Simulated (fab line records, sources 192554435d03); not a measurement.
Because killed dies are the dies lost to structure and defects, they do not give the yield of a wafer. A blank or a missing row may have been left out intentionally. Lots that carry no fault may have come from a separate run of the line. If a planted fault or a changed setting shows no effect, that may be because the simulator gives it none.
Chamber matching + flow n5Finfet + 4 sister chambers for N5_BEOL_M5_STRIP_19 on rieDiel-06
The step strips in O2. 7 wafers are shown with their chamber, then 7 later ones without.

## WAFERS, EACH WITH ITS CHAMBER
| wafer  | chamber | drypumpMotorCurrentA (A) | throttleValvePct (%) |
|--------|---------|--------------------------|----------------------|
| L075.2 | 0       | 4.9                      | 17.33                |
| L075.5 | 2       | 6.4                      | 16.71                |
| L075.6 | 1       | 5.8                      | 16.52                |
| L081.5 | 3       | 6.3                      | 16.64                |
| L081.6 | 2       | 6.3                      | 16.72                |
| L084.1 | 1       | 5.8                      | 16.57                |
| L084.3 | 3       | 6.3                      | 16.65                |

## WAFERS WITHOUT THEIR CHAMBER
| wafer  | drypumpMotorCurrentA (A) | throttleValvePct (%) |
|--------|--------------------------|----------------------|
| L084.4 | 6.3                      | 16.74                |
| L086.1 | 4.9                      | 16.84                |
| L086.3 | 5.9                      | 16.59                |
| L086.5 | 6.3                      | 16.75                |
| L094.2 | 6.3                      | 16.69                |
| L094.3 | 6.3                      | 16.79                |
| L094.5 | 6.3                      | 16.68                |

## WHICH CHAMBER EACH ONE RAN IN
| wafer  | from the rows above     | in truth |
|--------|-------------------------|----------|
| L084.4 | 2                       | 2        |
| L086.1 | 0                       | 0        |
| L086.3 | 1                       | 1        |
| L086.5 | 2                       | 2        |
| L094.2 | can't be placed: 2 or 3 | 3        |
| L094.3 | 2                       | 2        |
| L094.5 | can't be placed: 3 or 2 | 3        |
Placed correctly: 5 of 7. Unplaceable from these rows: 2, with the true chamber sitting among the candidates in 2. Wrongly placed: 0.
How it was worked out, from the rows above alone: a wafer's distance from a chamber is the root of the sum, over the readings, of the square of ((its reading less the chamber's mean) divided by the reading's scatter). If the next closest chamber is less than 2 further off than the closest, the wafer can't be placed; otherwise it belongs to the closest. For every chamber, the mean is computed from those of its wafers that are shown. How the scatter is found: for the shown wafers, subtract from each reading the mean of its chamber, square and add these, divide the total by (wafers less chambers), then take the root.
